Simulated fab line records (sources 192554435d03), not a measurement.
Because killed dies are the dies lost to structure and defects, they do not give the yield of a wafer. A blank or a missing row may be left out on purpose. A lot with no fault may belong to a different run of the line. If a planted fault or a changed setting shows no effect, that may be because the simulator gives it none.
The tool behind it: which one? | flow n5 finfet | Sampling: 8 lots, 24 wafers, 9 of 1938 route steps

## WHAT THE GAUGES SHOWED, per wafer
N5_DUMMY_GATE_INSPECT_27: inspects for defects (brightfield). Usual: 299 for raw defect count, sd 89.
lot  | measured    | on                | raw defect count | flag
L995 | day 3 19:03 | defect inspect-02 | 145 227 147      |
L997 | day 4 06:32 | defect inspect-01 | 394 204 270      |
L101 | day 5 04:49 | defect inspect-02 | 308 316 204      |
L111 | day 7 18:45 | defect inspect-02 | 875 858 845      | OFF
L112 | day 7 23:08 | defect inspect-02 | 1022 873 979     | OFF
L113 | day 8 11:10 | defect inspect-01 | 390 431 527      |
L114 | day 8 12:22 | defect inspect-01 | 346 396 393      |
L115 | day 8 20:51 | defect inspect-02 | 178 285 212      |

N5_SPACER0_INSPECT_04: inspects for defects (darkfield). Usual: 140 for raw defect count, sd 32.
lot  | measured    | on                | raw defect count | flag
L995 | day 3 19:40 | defect inspect-02 | 136 113 83       |
L997 | day 4 07:09 | defect inspect-01 | 176 122 118      |
L101 | day 5 06:16 | defect inspect-02 | 133 131 114      |
L111 | day 7 19:21 | defect inspect-02 | 788 790 798      | OFF
L112 | day 7 23:44 | defect inspect-01 | 869 791 883      | OFF
L113 | day 8 11:52 | defect inspect-02 | 139 151 174      |
L114 | day 8 13:15 | defect inspect-01 | 142 144 159      |
L115 | day 8 22:06 | defect inspect-02 | 83 129 95        |

N5_SD_EPI_N_INSPECT_11: inspects for defects (macro). Usual: 1.9 for raw defect count, sd 1.3.
lot  | measured    | on                | raw defect count | flag
L995 | day 3 20:07 | defect inspect-01 | 1 1 2            |
L997 | day 4 07:36 | defect inspect-01 | 1 3 4            |
L101 | day 5 06:44 | defect inspect-02 | 2 0 4            |
L111 | day 7 19:49 | defect inspect-01 | >300 >300 >300   | OFF
L112 | day 8 00:11 | defect inspect-02 | >300 >300 >300   | OFF
L113 | day 8 12:19 | defect inspect-01 | 2 0 1            |
L114 | day 8 13:42 | defect inspect-01 | 2 1 1            |
L115 | day 8 22:33 | defect inspect-02 | 1 2 4            |

N5_SD_EPI_P_INSPECT_26: inspects for defects (darkfield). Usual: 183 for raw defect count, sd 38.
lot  | measured    | on                | raw defect count | flag
L995 | day 4 04:40 | defect inspect-02 | 148 182 117      |
L997 | day 4 15:54 | defect inspect-01 | 222 227 237      |
L101 | day 5 15:18 | defect inspect-01 | 204 205 183      |
L111 | day 8 04:44 | defect inspect-02 | 839 855 797      | OFF
L112 | day 8 08:25 | defect inspect-02 | 900 799 842      | OFF
L113 | day 8 21:17 | defect inspect-02 | 157 189 198      |
L114 | day 8 23:20 | defect inspect-01 | 190 204 222      |
L115 | day 9 08:16 | defect inspect-01 | 201 240 144      |

N5_BEOL_M4_RC_MEAS_101. Usual: DIBL_N 36.9 mV/V, standard deviation 1.7; DIBL_P 37.3 mV/V, standard deviation 2.3; IOFF_N 0.16 nA/um, standard deviation 0.033; IOFF_P 0.22 nA/um, standard deviation 0.04; ION_N 673 uA/um, standard deviation 12; ION_P 463 uA/um, standard deviation 8; SS_N 71.6 mV/dec, standard deviation 0.58; SS_P 73.4 mV/dec, standard deviation 0.74; VT_N 250 mV, standard deviation 3.2; VT_P -250 mV, standard deviation 3.4.
lot  | measured     | on        | DIBL_N (mV/V)  | DIBL_P (mV/V)  | IOFF_N (nA/um) | IOFF_P (nA/um) | ION_N (uA/um) | ION_P (uA/um) | SS_N (mV/dec)  | SS_P (mV/dec)  | VT_N (mV)   | VT_P (mV)      | flag
L995 | day 8 18:08  | prober-02 | 37.3 36.1 36.7 | 38.3 37.8 38.3 | 0.18 0.16 0.18 | 0.23 0.22 0.24 | 676 668 684   | 460 464 475   | 72.1 71.6 72.0 | 73.7 72.9 72.8 | 249 252 247 | -249 -250 -249 |
L997 | day 9 07:04  | prober-01 | 36.9 34.3 35.0 | 36.3 33.5 33.1 | 0.17 0.14 0.13 | 0.20 0.17 0.16 | 665 684 660   | 451 461 446   | 71.1 70.8 71.4 | 73.1 73.1 72.3 | 251 250 253 | -252 -257 -257 |
L101 | day 10 06:06 | prober-01 | 38.8 40.4 39.5 | 40.5 43.5 43.2 | 0.21 0.25 0.25 | 0.24 0.30 0.30 | 681 695 703   | 464 458 476   | 71.4 72.5 71.6 | 74.4 75.2 75.5 | 245 245 241 | -252 -245 -247 |
L111 | day 13 02:58 | prober-01 | 37.6 38.5 38.1 | 36.4 37.8 37.8 | 0.15 0.17 0.17 | 0.21 0.23 0.23 | 677 697 670   | 470 476 462   | 71.0 71.4 71.7 | 72.8 73.7 72.7 | 250 248 251 | -252 -249 -250 |
L112 | day 13 16:40 | prober-02 | 37.1 34.8 32.6 | 37.2 35.2 31.7 | 0.18 0.14 0.10 | 0.22 0.18 0.15 | 677 677 650   | 461 458 449   | 71.6 70.7 69.9 | 74.7 72.4 72.3 | 246 252 257 | -251 -254 -259 |
L113 | day 13 20:19 | prober-01 | 34.2 39.0 36.4 | 36.0 41.1 37.0 | 0.12 0.20 0.14 | 0.19 0.27 0.21 | 669 677 667   | 467 465 464   | 71.6 72.0 71.3 | 72.4 73.9 73.9 | 256 246 254 | -254 -248 -248 |
L114 | day 13 19:45 | prober-02 | 38.6 39.3 37.7 | 39.3 39.4 38.0 | 0.18 0.18 0.14 | 0.24 0.23 0.21 | 673 669 661   | 459 459 453   | 71.7 72.6 72.0 | 73.9 74.4 73.8 | 252 251 255 | -252 -253 -255 |
L115 | day 13 23:04 | prober-02 | 36.1 38.0 37.1 | 35.9 37.9 36.7 | 0.13 0.15 0.14 | 0.19 0.22 0.20 | 649 676 662   | 447 464 456   | 71.3 71.4 70.7 | 72.5 73.6 73.4 | 254 252 252 | -250 -249 -253 |

## WHAT TOOL EACH LOT RAN ON (gives the tool, then ch and the chambers of the sampled wafers, and finally the start)
lot  | N5_DUMMY_GATE_ETCH_36             | N5_DUMMY_GATE_TRIM_49           | N5_DUMMY_GATE_ETCH_32           | N5_DUMMY_GATE_ETCH_44
L995 | rie diel-05 ch 1,2,3, day 3 18:01 | rie si-06 ch 0,1,2, day 3 18:08 | rie si-03 ch 0,1,3, day 3 18:34 | rie si-03 ch 0,1,3, day 3 18:40
L997 | rie diel-05 ch 2,3, day 4 05:29   | rie si-01 ch 1,2,3, day 4 05:37 | rie si-03 ch 0,1,3, day 4 06:04 | rie si-03 ch 0,1,3, day 4 06:08
L101 | rie diel-03 ch 1,2,3, day 5 03:46 | rie si-06 ch 0,3, day 5 03:53   | rie si-03 ch 1,2, day 5 04:20   | rie si-03 ch 1,2, day 5 04:26
L111 | rie diel-03 ch 0,2, day 7 17:29   | rie si-06 ch 0,1, day 7 17:37   | rie si-03 ch 1,2, day 7 18:11   | rie si-03 ch 1,2, day 7 18:16
L112 | rie diel-05 ch 0,2,3, day 7 22:00 | rie si-06 ch 1,2,3, day 7 22:07 | rie si-03 ch 0,2,3, day 7 22:38 | rie si-03 ch 0,2,3, day 7 22:44
L113 | rie diel-04 ch 0,1, day 8 10:06   | rie si-06 ch 0,3, day 8 10:14   | rie si-01 ch 1,2,3, day 8 10:40 | rie si-01 ch 1,2,3, day 8 10:46
L114 | rie diel-04 ch 1,2, day 8 11:19   | rie si-03 ch 0,1,3, day 8 11:26 | rie si-06 ch 0,3, day 8 11:53   | rie si-06 ch 0,3, day 8 11:58
L115 | rie diel-04 ch 0,1,2, day 8 19:48 | rie si-03 ch 1,2, day 8 19:55   | rie si-06 ch 0,2, day 8 20:22   | rie si-06 ch 0,2, day 8 20:27
- N5_DUMMY_GATE_ETCH_36: etches SiARC in CF4, target depth 13 nm.
- N5_DUMMY_GATE_TRIM_49: chemistry O2, time 29 s, target cd 14 nm.
- N5_DUMMY_GATE_ETCH_32: etches SiO2 in CF4, target depth 3.5 nm, time 3.9 s.
- N5_DUMMY_GATE_ETCH_44: etches poly-Si in HBr/O2, stops on SiO2, target depth 127.5 nm.

## WHAT THE TOOLS THEMSELVES READ (means of the sampled wafers that have a number; where no wafer has one, the mark that the record gives instead)
N5_DUMMY_GATE_ETCH_36. Usual: drypump motor current A 5.6 A, standard deviation 0.41; mfc ar sccm 100.0 sccm, standard deviation 0.32; oes product au 0.79 a.u., standard deviation 0.089; rf vpp V 184.0 V, standard deviation 1.2; showerhead plenum p Torr 2.13 Torr, standard deviation 0.072; throttle valve pct 15.57 %, standard deviation 0.25.
lot  | tool        | drypump motor current A (A) | mfc ar sccm (sccm) | oes product au (a.u.) | rf vpp V (V) | showerhead plenum p Torr (Torr) | throttle valve pct (%) | flag
L995 | rie diel-05 | 5.6                         | 99.9               | 0.80                  | 184.9        | 2.13                            | 15.50                  |
L997 | rie diel-05 | 5.6                         | 100.0              | 0.81                  | 184.5        | 2.15                            | 15.63                  |
L101 | rie diel-03 | 5.6                         | 100.1              | 0.70                  | 183.5        | 2.15                            | 15.77                  |
L111 | rie diel-03 | 5.9                         | 100.0              | 0.71                  | 183.5        | 2.10                            | 15.76                  |
L112 | rie diel-05 | 5.7                         | 100.1              | 0.84                  | 184.3        | 2.13                            | 15.48                  |
L113 | rie diel-04 | 5.4                         | 99.8               | 0.74                  | 184.5        | 2.09                            | 15.71                  |
L114 | rie diel-04 | 5.0                         | 99.7               | 0.73                  | 184.4        | 2.06                            | 15.64                  |
L115 | rie diel-04 | 5.4                         | 99.9               | 0.76                  | 183.8        | 2.07                            | 15.67                  |

N5_DUMMY_GATE_TRIM_49. Usual: drypump motor current A 5.7 A, standard deviation 0.47; oes product au 1.004 a.u., standard deviation 0.018; throttle valve pct 8.14 %, standard deviation 0.14.
lot  | tool      | drypump motor current A (A) | oes product au (a.u.) | throttle valve pct (%) | flag
L995 | rie si-06 | 5.7                         | 0.999                 | 8.25                   |
L997 | rie si-01 | 5.5                         | 0.998                 | 8.03                   |
L101 | rie si-06 | 6.2                         | 0.993                 | 8.37                   |
L111 | rie si-06 | 5.4                         | 1.027                 | 8.18                   |
L112 | rie si-06 | 6.0                         | 0.992                 | 8.15                   |
L113 | rie si-06 | 6.4                         | 0.994                 | 8.26                   |
L114 | rie si-03 | 5.5                         | 1.014                 | 8.16                   |
L115 | rie si-03 | 5.5                         | 1.000                 | 8.08                   |

N5_DUMMY_GATE_ETCH_32. Usual: drypump motor current A 5.6 A, standard deviation 0.46; oes product au 1.009 a.u., standard deviation 0.021; throttle valve pct 21.8 %, standard deviation 0.31.
lot  | tool      | drypump motor current A (A) | oes product au (a.u.) | throttle valve pct (%) | flag
L995 | rie si-03 | 5.5                         | 1.023                 | 21.7                   |
L997 | rie si-03 | 5.5                         | 1.019                 | 21.7                   |
L101 | rie si-03 | 5.4                         | 1.008                 | 21.4                   |
L111 | rie si-03 | 5.4                         | 1.020                 | 21.4                   |
L112 | rie si-03 | 5.6                         | 1.015                 | 21.7                   |
L113 | rie si-01 | 5.5                         | 0.996                 | 21.6                   |
L114 | rie si-06 | 6.4                         | 1.003                 | 21.9                   |
L115 | rie si-06 | 6.0                         | 1.004                 | 22.3                   |

N5_DUMMY_GATE_ETCH_44. Usual: drypump motor current A 5.7 A, standard deviation 0.46; oes product au 0.729 a.u., standard deviation 0.013; throttle valve pct 18.48 %, standard deviation 0.26.
lot  | tool      | drypump motor current A (A) | oes product au (a.u.) | throttle valve pct (%) | flag
L995 | rie si-03 | 5.5                         | 0.729                 | 18.41                  |
L997 | rie si-03 | 5.5                         | 0.730                 | 18.42                  |
L101 | rie si-03 | 5.4                         | 0.740                 | 18.22                  |
L111 | rie si-03 | 5.4                         | 0.730                 | 18.21                  |
L112 | rie si-03 | 5.7                         | 0.730                 | 18.44                  |
L113 | rie si-01 | 5.5                         | 0.733                 | 18.37                  |
L114 | rie si-06 | 6.4                         | 0.724                 | 18.63                  |
L115 | rie si-06 | 6.0                         | 0.720                 | 18.87                  |

## THE ANSWER, worked out from the rows above alone
Rule: a lot counts as off when the mean over its wafers that have a number is more than 3 standard deviations away from the usual mean. A lot without any number at a reading at which 4 lots or more have one is off too. Any other lot the step has rows for is counted as sound. Order of review: gauges by route order, followed by the tools' own readings, for which a lot's mean as printed above is used. The first step at which some lot is off is used, and at that step the reading that is off furthest; a lot without a number counts as furthest.
Off, at N5_DUMMY_GATE_INSPECT_27 on raw defect count: L111, L112.
If a tool, at a process step before that reading, ran all the lots that are off and no sound lot after the first of them, it fits. The gauges at N5_DUMMY_GATE_INSPECT_27 are tried like those tools. One fits: N5_DUMMY_GATE_ETCH_32 and N5_DUMMY_GATE_ETCH_44 on rie si-03. At N5_DUMMY_GATE_ETCH_32 its last sound lot is L101 (day 5 04:20), its first lot that is off L111 (day 7 18:11): a fault that began between those two fits.

## WHAT WAS PUT IN BY THE SIMULATOR
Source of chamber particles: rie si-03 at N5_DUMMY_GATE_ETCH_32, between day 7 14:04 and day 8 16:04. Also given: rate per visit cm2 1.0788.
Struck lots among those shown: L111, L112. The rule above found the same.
